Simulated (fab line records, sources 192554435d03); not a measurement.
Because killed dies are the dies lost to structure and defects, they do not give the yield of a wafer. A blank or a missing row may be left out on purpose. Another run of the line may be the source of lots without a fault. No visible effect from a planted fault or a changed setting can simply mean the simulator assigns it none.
fab line records	flow n5_finfet
record: lots: 5	wafers: 15	last_day: 16
route steps=1938 shown FIN_SAQP@143 FIN_CUT@154 BEOL_M4@1111
lots that met no fault: from a run of the same line without faults
start_h: hours from the record's opening day to when the first of the lot's shown wafers began	wait_h: how many hours have passed since the lot's step before this one	" unchanged from the row above	L1.1+2: several wafers, shown together as one row	- value missing, or start not given	* or withheld: withheld	< > ~ a bound
route shown NAME@n: NAME is a module with steps in the file, n the number in the route of the first one	usual: mean/standard deviation taken from wafers without a fault	same: alike in all rows	chamber/n: place in a boat	sites: readings site by site	_std_site: how widely they spread, as a standard deviation	_edge_site: outer sites' mean less inner sites'	radius_mm: how far each site lies from the wafer's centre	mask NAME#n: copy n	behind: the tool/chamber that last shaped the wafer	hold: what put the lot on hold/how long, in hours/how the hold closed	device: transistor that didn't switch, given as n, p or np	end of line: the same wafers' tests at the end of the route	a step given without rows: its recipe and nothing more	killed: the dies lost at the first sort to structure and to defects; this is not the yield of the wafer	map: the dies of a wafer, with x for killed, . for not killed, _ for no die there
set.NAME: the setting as run; set.NAME@STEP: as run at that earlier step	model.NAME: the simulator's own value behind a step, which no gauge read
lots at selected steps of the route; one table per step, one row per wafer
services: when a tool's chamber went out of use (start_h, in hours from the record's first day, below 0 if earlier), for how many hours, and the reason
== steps ==
step: N5_FIN_SAQP_ETCH_34
recipe: chemistry: C4F6/O2	target: SiO2	target_depth_a: 450	time_s: 15	ion_energy_ev: 250	pressure_mtorr: 30	source_w: 345	bias_w: 185	Ar_flow_sccm: 300	C4F6_flow_sccm: 10	O2_flow_sccm: 10	ends: cleared
step: N5_FIN_SAQP_STRIP_77
recipe: chemistry: N2/H2	time_s: 90	power_w: 100	temp_c: 40	pressure_mtorr: 100	rf_frequency_hz: 6e+07	bias_power_w: 3	n2_flow_sccm: 300	h2_flow_sccm: 300
step: N5_FIN_SAQP_ETCH_64
recipe: chemistry: CF4	target: SiO2	target_depth_a: 15	ion_energy_ev: 350	pressure_mtorr: 10	icp_w: 800	bias_w: 400	cf4_flow_sccm: 80
step: N5_FIN_SAQP_FIN_ETCH_36
recipe: chemistry: HBr/Cl2/O2	target_depth_a: 1200	mask_material: SiNx	time_s: 50.4	bias_w: 102	pressure_mtorr: 10	icp_w: 800	HBr_flow_sccm: 150	Cl2_flow_sccm: 80	O2_flow_sccm: 12
step: N5_FIN_SAQP_PRECLEAN_38
recipe: chemistry: O3/DIW	time_s: 45	temp_c: 22	o3_ppm: 10
step: N5_FIN_SAQP_PRECLEAN_45
recipe: chemistry: dHF	time_s: 10	dilution: 500:1	temp_c: 25
step: N5_FIN_SAQP_SRD_39
recipe: dry: ipa_marangoni	time_s: 30	temp_c: 23	rinse_liquid: diw
step: N5_FIN_CUT_COAT_18
recipe: resist: SOC	temp_c: 250	time_s: 60	spin_rpm: 1500	resist_thk_nm: 230
step: N5_FIN_CUT_COAT_19
recipe: resist: SiARC	temp_c: 220	time_s: 60	spin_rpm: 1500	resist_thk_nm: 20
usual: spin_speed_rpm: 1500.2/0.78
lot.wafer	tool	chamber	start_h	wait_h	spin_speed_rpm	model.SiARC_of_FIN_CUT_COAT_19.thk_nm
L159.4	litho_track-05	0	28.09	-	1499.5	20
L159.5	"	0	"	"	1500.2	20
L159.6	"	0	"	"	1499.7	20
L167.2	litho_track-05	0	76.14	-	1617.1	19.4
L167.3	"	0	"	"	1617.2	19.2
L167.6	"	0	"	"	1617.6	19.4
L169.2	litho_track-05	0	87.40	-	1617.9	19.4
L169.5	"	0	"	"	1618.0	19.4
L169.6	"	0	"	"	1616.6	19.4
L170.1	litho_track-05	0	93.45	-	1617.5	19.4
L170.2	"	0	"	"	1617.5	19.4
L170.4	"	0	"	"	1617.7	19.4
L178.1	litho_track-03	0	144.14	-	1499.4	20
L178.2	"	0	"	"	1501.0	20
L178.3	"	0	"	"	1500.6	19.8
step: N5_FIN_CUT_COAT_29
recipe: resist: underlayer	temp_c: 205	time_s: 60	spin_rpm: 1500	resist_thk_nm: 10
step: N5_FIN_CUT_COAT_02
recipe: resist: CAR-EUV	spin_rpm: 1500	resist_thk_nm: 30
step: N5_FIN_CUT_EBR_04
recipe: solvent: PGMEA	ebr_width_mm: 1.5
step: N5_FIN_CUT_SOFTBAKE_03
recipe: temp_c: 110	time_s: 60	resist: CAR-EUV
step: N5_FIN_CUT_EXPOSE_05
recipe: mask_id: FIN_CUT	na: 0.33	source_shape: annular	sigma_inner: 0.35	sigma_outer: 0.8	polarization: unpolarized	dose_mj: 45.75
step: N5_FIN_CUT_PEB_06
recipe: peb_temp_c: 100	peb_time_s: 60	resist: CAR-EUV
step: N5_FIN_CUT_DEVELOP_07
recipe: develop_time_s: 30	developer: TMAH	resist: CAR-EUV	rinse_liquid: surfactant_rinse	dry: air_spin	dev_temp_c: 23
step: N5_FIN_CUT_DESCUM_13
recipe: chemistry: O2	time_s: 7	source_power_w: 50	bias_power_w: 20	pressure_mtorr: 20	rf_frequency_hz: 2.712e+07	temp_c: 40	resist: CAR-EUV	o2_flow_sccm: 225
step: N5_FIN_CUT_ETCH_30
recipe: chemistry: N2/H2	target: underlayer	target_depth_a: 130	mask_material: CAR-EUV	time_s: 10.4	ion_energy_ev: 200	pressure_mtorr: 30	source_w: 840	bias_w: 150	n2_flow_sccm: 200	h2_flow_sccm: 200	ends: cleared
step: N5_FIN_CUT_ETCH_20
recipe: chemistry: CF4	target: SiARC	target_depth_a: 260	mask_material: CAR-EUV	time_s: 43.3	ion_energy_ev: 80	pressure_mtorr: 40	source_w: 545	bias_w: 36	Ar_flow_sccm: 100	cf4_flow_sccm: 100	ends: cleared
usual: chamber_pressure_mTorr: 40.00/0.036	drypump_motor_current_A: 5.9/0.38	etch_rf_on_time_s: 43.3/1.2	mfc_ar_sccm: 99.97/0.28	oes_product_au: 0.64/0.037	rf_vpp_V: 183.7/1.1	showerhead_plenum_p_Torr: 2.11/0.069	throttle_valve_pct: 15.73/0.19
lot.wafer	tool	chamber	start_h	wait_h	chamber_pressure_mTorr	drypump_motor_current_A	etch_rf_on_time_s	mfc_ar_sccm	oes_product_au	rf_hours_counter_h	rf_vpp_V	showerhead_plenum_p_Torr	throttle_valve_pct	model.etch.depth_nm
L159.4	rie_diel-05	2	28.54	0.0	40.01	6.2	42.9	100.03	0.62	184	184.3	2.05	15.40	19.99
L159.5	"	1	"	"	39.95	6.0	42.6	99.92	0.66	-	183.1	2.15	15.43	20.01
L159.6	"	0	"	"	39.97	6.4	42.6	99.90	0.63	-	182.6	2.04	16.13	19.99
L167.2	rie_diel-05	1	76.64	0.0	40.02	6.0	40.4	99.89	0.66	144	184.7	2.15	15.46	19.33
L167.3	"	2	"	"	40.03	6.2	41.0	100.18	0.61	196	183.2	2.05	15.41	19.24
L167.6	"	3	"	"	40.02	6.2	41.5	99.83	0.61	-	186.0	2.22	15.77	19.31
L169.2	rie_diel-01	2	88.11	0.0	39.99	5.2	41.8	99.72	0.60	239	183.3	2.10	15.76	19.37
L169.5	"	0	"	"	39.99	6.2	42.9	99.84	0.62	-	182.4	2.05	15.64	19.4
L169.6	"	1	"	"	40.02	6.1	44.4	99.82	0.61	-	184.0	2.13	15.82	19.4
L170.1	rie_diel-01	3	94.02	0.0	39.97	5.6	41.2	99.71	0.63	164	185.0	2.23	15.78	19.31
L170.2	"	0	"	"	40.04	6.2	42.9	99.57	0.62	181	182.9	2.05	15.66	19.36
L170.4	"	2	"	"	40.01	5.2	41.5	100.63	0.59	241	184.5	2.10	15.78	19.3
L178.1	rie_diel-05	3	144.59	0.0	40.03	6.2	42.6	99.82	0.61	200	184.3	2.21	15.84	19.91
L178.2	"	1	"	"	40.02	6.1	41.1	100.10	0.65	164	183.0	2.14	15.50	19.93
L178.3	"	2	"	"	39.98	6.2	41.9	99.76	0.61	216	183.6	2.04	15.46	19.87
step: N5_FIN_CUT_ETCH_21
recipe: chemistry: N2/H2	target: SOC	target_depth_a: 2190	overetch_a: 438	mask_material: SiARC	temp_c: 40	ion_energy_ev: 100	bias_w: 61	time_s: 523.5	pressure_mtorr: 30	source_w: 850	n2_flow_sccm: 200	h2_flow_sccm: 200
usual: chamber_pressure_mTorr: 30.003/0.027	drypump_motor_current_A: 5.9/0.37	oes_product_au: 0.69/0.037	rf_vpp_V: 240.2/1.4	showerhead_plenum_p_Torr: 2.50/0.084	throttle_valve_pct: 17.93/0.25
lot.wafer	tool	chamber	start_h	wait_h	chamber_pressure_mTorr	drypump_motor_current_A	oes_product_au	rf_hours_counter_h	rf_vpp_V	showerhead_plenum_p_Torr	throttle_valve_pct	model.SiARC_of_FIN_CUT_COAT_19.thk_nm
L159.4	rie_diel-05	2	28.58	0.0	30.041	6.2	0.67	184	239.6	2.41	17.36	11.6
L159.5	"	1	"	"	29.972	6.0	0.71	-	239.2	2.54	17.54	11.8
L159.6	"	0	"	"	29.993	6.4	0.67	-	240.5	2.43	18.35	11.8
L167.2	rie_diel-05	1	76.68	0.0	29.989	6.1	0.69	144	242.0	2.54	17.56	11
L167.3	"	2	"	"	30.026	6.2	0.65	196	239.0	2.41	17.37	11
L167.6	"	3	"	"	30.026	6.1	0.66	-	242.5	2.65	17.98	11
L169.2	rie_diel-01	2	88.15	0.0	30.015	5.2	0.64	239	239.7	2.49	18.02	11.2
L169.5	"	0	"	"	30.003	6.2	0.68	-	238.3	2.42	17.98	11.4
L169.6	"	1	"	"	29.970	6.1	0.68	-	239.2	2.51	17.96	11.8
L170.1	rie_diel-01	3	94.06	0.0	29.966	5.6	0.68	164	241.4	2.63	17.93	11
L170.2	"	0	"	"	30.020	6.2	0.68	181	237.9	2.42	17.99	11.4
L170.4	"	2	"	"	30.002	5.2	0.64	241	239.9	2.49	18.04	11
L178.1	rie_diel-05	3	144.63	0.0	30.042	6.1	0.65	200	241.5	2.64	18.02	11.6
L178.2	"	1	"	"	29.960	6.1	0.68	164	240.3	2.53	17.59	11.4
L178.3	"	2	"	"	29.969	6.2	0.65	217	238.7	2.40	17.41	11.6
step: N5_FIN_CUT_STRIP_23
recipe: chemistry: N2/H2	temp_c: 40	n2_flow_sccm: 200	h2_flow_sccm: 200	rf_frequency_hz: 6e+07
step: N5_BEOL_M4_RC_MEAS_101
usual: DIBL_N: 36.0/1.7	DIBL_P: 35.8/2	IOFF_N: 0.15/0.03	IOFF_P: 0.20/0.037	ION_N: 670/12	ION_P: 460/7.2	SS_N: 71.5/0.68	SS_P: 73.2/0.65	VT_N: 250/3.1	VT_P: -251/3.4
lot.wafer	tool	chamber	start_h	wait_h	DIBL_N[mV/V]	DIBL_P[mV/V]	IOFF_N[nA/um]	IOFF_P[nA/um]	ION_N[uA/um]	ION_P[uA/um]	SS_N[mV/dec]	SS_P[mV/dec]	VT_N[mV]	VT_P[mV]
L159.4	prober-01	0	178.56	0.5	37.1	37.2	0.18	0.23	689	468	71.3	73.4	246	-247
L159.5	"	0	"	"	37.3	37.3	0.18	0.23	673	456	71.4	73.2	249	-250
L159.6	"	0	"	"	37.1	37.4	0.19	0.25	684	471	71.3	73.9	245	-249
L167.2	prober-01	0	219.90	0.2	40.2	40.8	0.23	0.28	688	470	73.2	74.2	246	-245
L167.3	"	0	"	"	35.4	33.6	0.12	0.17	667	458	71.3	73.4	255	-254
L167.6	"	0	"	"	37.1	38.4	0.17	0.24	680	463	72.0	73.3	253	-248
L169.2	prober-01	0	237.66	0.2	34.9	33.6	0.13	0.19	654	455	71.2	72.4	252	-248
L169.5	"	0	"	"	34.3	33.0	0.12	0.18	659	460	70.6	73.1	252	-251
L169.6	"	0	"	"	36.8	36.2	0.15	0.21	660	450	71.4	73.0	250	-250
L170.1	prober-01	0	243.61	0.0	38.3	37.8	0.17	0.24	676	469	72.2	74.1	251	-246
L170.2	"	0	"	"	35.9	35.9	0.14	0.22	669	463	71.9	73.5	251	-247
L170.4	"	0	"	"	36.1	33.7	0.13	0.18	646	451	71.4	72.9	254	-251
L178.1	prober-01	0	289.71	0.0	37.4	37.5	0.18	0.23	674	459	72.0	74.2	250	-249
L178.2	"	0	"	"	36.3	36.2	0.16	0.21	668	460	71.3	73.2	250	-250
L178.3	"	0	"	"	37.6	38.9	0.20	0.26	684	468	71.2	75.0	245	-248
== services ==
tool	chamber	start_h	hours	kind
rie_diel-01	2	24.60	22.8	repair
rie_diel-01	2	59.15	2.7	repair
rie_diel-01	3	83.26	8.8	repair
rie_diel-01	2	121.22	-	clean
rie_diel-01	2	121.22	-	consumable_replace:focus_ring
rie_diel-01	2	121.22	12.1	scheduled_down
rie_diel-01	2	121.22	12.1	vent_cycle
rie_diel-01	3	123.80	3.1	repair
== key ==
first_sign: step: N5_FIN_CUT_COAT_19	reading: spin_speed_rpm	direction: up	sigmas: 99+	usual: *	struck: *
effect none on later readings
model_effect: step: N5_FIN_CUT_COAT_19	value: SiARC_of_FIN_CUT_COAT_19.thk_nm	without: 20.07	struck: 19.38
model_effect: step: N5_FIN_CUT_ETCH_20	value: etch.depth_nm	without: 20.08	struck: 19.34
model_effect: step: N5_FIN_CUT_ETCH_21	value: SiARC_of_FIN_CUT_COAT_19.thk_nm	without: 11.93	struck: 11.2
met_at N5_FIN_CUT_COAT_19
struck_wafers L167.2,L167.3,L167.6,L169.2,L169.5,L169.6,L170.1,L170.2,L170.4
onset_between 28.09 76.14
fault: kind: process_parameter_drift	tool: litho_track-05	chamber: -	onset_h: 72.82	steps: N5_FIN_CUT_COAT_19	channel: spin_rpm	offset: *	shape: step	end_h: 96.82	acts_in: *	stated: *
